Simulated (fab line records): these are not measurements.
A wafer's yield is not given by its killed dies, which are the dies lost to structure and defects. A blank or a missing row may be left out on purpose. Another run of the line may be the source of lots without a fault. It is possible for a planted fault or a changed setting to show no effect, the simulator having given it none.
One fault through the eyes of 2 desks -- flow n5-finfet -- every desk sees just its own numbers, and what lay behind them comes last

## METROLOGY DESK
Lot by lot, what the gauges showed, no matter which tool ran the lot: averages of those sampled wafers that carry a number. If a lot's mean is further than 4 standard deviations from the usual mean, the lot is out of limits and carries the mark OUT (the distance appears in the brackets). It has 10 readings; the 7 that lie furthest out on some lot are the ones shown.
Columns: A = DIBL_N at N5_BEOL_M4_RC_MEAS_101, usual 36.4 mV/V; B = DIBL_P at N5_BEOL_M4_RC_MEAS_101, usual 36.1 mV/V; C = IOFF_N at N5_BEOL_M4_RC_MEAS_101, usual 0.156 nA/um; D = IOFF_P at N5_BEOL_M4_RC_MEAS_101, usual 0.21 nA/um; E = ION_P at N5_BEOL_M4_RC_MEAS_101, usual 463 uA/um; F = VT_N at N5_BEOL_M4_RC_MEAS_101, usual 250.0 mV; G = VT_P at N5_BEOL_M4_RC_MEAS_101, usual -250 mV
lot,first seen here,A,B,C,D,E,F,G
L175,day 8 05:44,37.6,38.4,0.185,0.23,464,246.2,-250
L177,day 8 21:00,36.4,38.4,0.182,0.24,464,247.3,-249
L180,day 9 03:59,35.4,35.1,0.155,0.22,472,249.5,-247
L184,day 10 16:43,39.3,39.1,0.201,0.32,479,245.3,-241
L186,day 11 02:11,37.1,35.8,0.145,0.20,465,250.7,-254
L190,day 11 17:59,35.9,35.4,0.142,0.20,463,249.2,-249
L191,day 12 19:10,34.3,35.3,0.113,0.17,457,256.5,-255
L195,day 14 02:38,36.5,36.7,0.162,0.21,460,249.9,-252
L196,day 14 02:44,35.3,35.0,0.146,0.18,460,249.4,-254
Finding of this desk: none of the 9 lots has anything out of limits.

## AT THE TOOL OWNER'S DESK: epi-rpcvd-02
The tool's own readings at N5_PMOS_HMC_CHANNEL_EPI_EPI_20 (deposits SiGe30, target thk 59 nm): means of the sampled wafers that have a number, for each lot that ran on this tool. If a lot's mean is further than 4 standard deviations from the usual mean, the lot is out of limits and carries the mark OUT (the distance appears in the brackets).
Columns: A = chamber-pressure-Torr at N5_PMOS_HMC_CHANNEL_EPI_EPI_20, usual 20.00 Torr
lot,first seen here,A
L177,day 2 17:55,19.97
L180,day 3 12:28,19.95
L184,day 4 13:17,25.60 (+99 or more) OUT
L186,day 5 00:15,25.55 (+99 or more) OUT
L196,day 7 11:56,20.04
This desk's finding: out of limits on L184, L186; first on L184, day 4 13:17 (chamber-pressure-Torr at N5_PMOS_HMC_CHANNEL_EPI_EPI_20). Within limits: L177, L180, L196.

## BROUGHT TOGETHER
The tool owner's desk could have raised an alarm at day 4 13:17, on L184, L186.
Metrology desk: nothing out of limits seen.
The metrology desk holds a record of L184, L186, inside its limits.
N5_PMOS_HMC_CHANNEL_EPI_EPI_20 was run on epi-rpcvd-02 by each of the lots named.

## WHAT THE SIMULATOR PUT IN
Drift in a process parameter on epi-rpcvd-02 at N5_PMOS_HMC_CHANNEL_EPI_EPI_20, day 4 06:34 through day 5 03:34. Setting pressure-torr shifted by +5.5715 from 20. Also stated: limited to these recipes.
Lots struck among those shown: L184, L186.
Delay in hours, fault start to first out-of-limits reading, by desk: the tool owner's desk at 7.
